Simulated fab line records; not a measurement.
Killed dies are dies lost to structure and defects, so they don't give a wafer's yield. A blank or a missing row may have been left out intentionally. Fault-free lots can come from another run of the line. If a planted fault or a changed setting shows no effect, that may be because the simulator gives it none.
Problem report, 8D (eight disciplines) form, completed by code / flow nand_harc / the parts of the form that need people (team, actions taken, sign-off) are left out

== 1. WHAT IS WRONG ==
cd_nm at NHARC_P_M0_CD_MEAS_09 reads a mean of 95.4 nm on 12 wafers of 4 lots; wafers without a fault read 90.1 nm with a standard deviation of 0.59. Measured from the usual mean, that is +8.9 standard deviations.
The step: target cd 90 nm.
Seen first at day 12 18:52 on cd_sem-01, wafer L601.1. Wafers with a number at this step in the record: 36, from 12 lots. Rule for "out", or "out of limits": more than 4 standard deviations from the usual mean. All remaining wafers that have a number are taken as sound.

== 2. WHAT IT IS; WHAT IT IS NOT ==
question=which readings at this step | is=cd_nm | is not=-
question=which lots | is=L601, L602, L603, L605 | is not=L586, L589, L590, L592, L594, L595, L596, L608
question=which wafers of those lots | is=all that have a number | is not=-
question=read on which gauges | is=cd_sem-01, cd_sem-03 | is not=cd_sem-02
question=when | is=from day 12 18:52 | is not=up to then (21 sound wafers); but 3 sound wafers of L608 came after

== 3. THE SUSPECTS, EACH WITH WHAT RULES IT OUT ==
Counting: a tool at any process step up to the reading remains a suspect when it ran all the lots that are out and ran no sound lot after the first of those.
- ruled out: the gauge at NHARC_P_M0_CD_MEAS_09. Those wafers that are out were read across 2 gauges (cd_sem-01, cd_sem-03).
- arfi_scanner-01 at NHARC_P_M0_EXPOSE_06 (exposes mask P M0, target cd 90 nm): kept. It processed each lot that is out, first L601 at day 12 18:43, and no sound lot thereafter; up to then, the last sound lot it processed was L595 at day 10 16:09. On those wafers its own readings are out: exposure_dose_mJ_cm2.
The count leaves arfi_scanner-01 at NHARC_P_M0_EXPOSE_06.

== 4. THE CAUSE (what the simulator had put in) ==
Process parameter drift: arfi_scanner-01, from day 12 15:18 on, at NHARC_P_M0_EXPOSE_06. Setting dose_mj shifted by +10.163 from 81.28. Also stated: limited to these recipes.
After counting, this tool was the only one left.

== 5. SEQUENCE OF EFFECTS, ordered by route ==
One row per reading whose mean, taken over the struck wafers that have a number, lies over 3 standard deviations from the usual. Only readings for which the record gives a usual standard deviation are gone through. hours: the time from each lot's start at the first step in this table that gives one to its start at this step, as a median over the lots. sigmas: the change in usual standard deviations.
hours=0; step=NHARC_P_M0_EXPOSE_06; reading=exposure_dose_mJ_cm2; usual=81.19; on struck wafers=88.75; change=+7.56; sigmas=+87
hours=0; step=NHARC_P_M0_CD_MEAS_09; reading=cd_nm; usual=90.1 nm; on struck wafers=95.4; change=+5.3; sigmas=+8.9
Here are the process steps it includes:
- NHARC_P_M0_EXPOSE_06: exposes mask P M0, target cd 90 nm.

== 6. WHAT WOULD HAVE CAUGHT IT SOONER ==
4 hours passed between the start of the fault at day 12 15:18 and the first reading out of limits at a measuring or inspecting step in this record, taken at day 12 18:52.
The tool's own readings at NHARC_P_M0_EXPOSE_06 were out on every struck wafer that the step has a row for (exposure_dose_mJ_cm2): an alarm limit on them would have fired on the first of those.
Among the 4 lots that are out, L602, L603, L605 began NHARC_P_M0_EXPOSE_06 on arfi_scanner-01 after day 12 18:52. A hold on the tool at that time would have spared those 3.
